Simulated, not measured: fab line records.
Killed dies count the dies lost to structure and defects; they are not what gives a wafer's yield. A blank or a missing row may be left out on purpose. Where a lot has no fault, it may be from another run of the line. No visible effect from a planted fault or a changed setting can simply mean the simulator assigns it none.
Which tool was responsible?    flow nand harc    17 wafers from 6 lots sampled at 3 of the route's 1302 steps

== WHAT EACH GAUGE READ, for each wafer ==
NHARC_P_ZERO_WELL_CD_MEAS_37: target cd 720 nm.
lot   measured      on         cd nm (nm)
L951  day 3 06:05   cd sem-03  719.3 720.7 718.3
L954  day 4 12:18   cd sem-03  726.7 726.5
L962  day 7 20:20   cd sem-01  721.0 717.7 719.1
L964  day 8 16:13   cd sem-01  717.3 718.0 718.8
L969  day 10 17:58  cd sem-03  717.7 720.2 717.1
L971  day 11 13:59  cd sem-01  719.0 719.4 716.4

== TOOL THAT RAN EACH LOT (tool first, then ch and the chambers of the sampled wafers, then the start) ==
lot   NHARC_P_ZERO_WELL_DESCUM_26         NHARC_P_ZERO_WELL_EXPOSE_34
L951  rie diel-04 ch 0,1,3, day 3 04:39   krf scanner-02 ch 0, day 3 05:56
L954  rie diel-04 ch 2,3, day 4 10:59     krf scanner-01 ch 0, day 4 12:09
L962  rie diel-11 ch 1,3, day 7 18:52     krf scanner-04 ch 0, day 7 20:11
L964  rie diel-11 ch 0,2,3, day 8 14:46   krf scanner-01 ch 0, day 8 16:04
L969  rie diel-04 ch 0,1, day 10 16:30    krf scanner-01 ch 0, day 10 17:49
L971  rie diel-04 ch 0,1,2, day 11 12:40  krf scanner-01 ch 0, day 11 13:50
- NHARC_P_ZERO_WELL_DESCUM_26: chemistry O2, time 3 s.
- NHARC_P_ZERO_WELL_EXPOSE_34: exposes mask P PWELL, target cd 720 nm.

== THE ANSWER, worked out from the rows above alone ==
Rule: what is usual is taken from the lots themselves. Put in order of their means at a reading, lots are off if they are a third of the lots or fewer, leave a main group of 4 or more, and stand apart from it by a gap of 3 or more times the standard deviation of the main group's means; of several such gaps the widest counts. A main group is skipped when, at the precision printed for the reading in the tables above, its means are all equal. Also off: a lot with no number at a reading for which 4 or more lots have one. All remaining lots with rows at the step are treated as sound.
Off: L954 (NHARC_P_ZERO_WELL_CD_MEAS_37, cd nm). The main group has a mean of 718.7 nm with a standard deviation of 0.57.
A tool fits if, at a process step before that reading, it ran every lot that is off, and no sound lot after the first of them. Gauges at NHARC_P_ZERO_WELL_CD_MEAS_37: tried the same way as those tools. No candidate that was tried fits.

== WHAT THE SIMULATOR PUT IN ==
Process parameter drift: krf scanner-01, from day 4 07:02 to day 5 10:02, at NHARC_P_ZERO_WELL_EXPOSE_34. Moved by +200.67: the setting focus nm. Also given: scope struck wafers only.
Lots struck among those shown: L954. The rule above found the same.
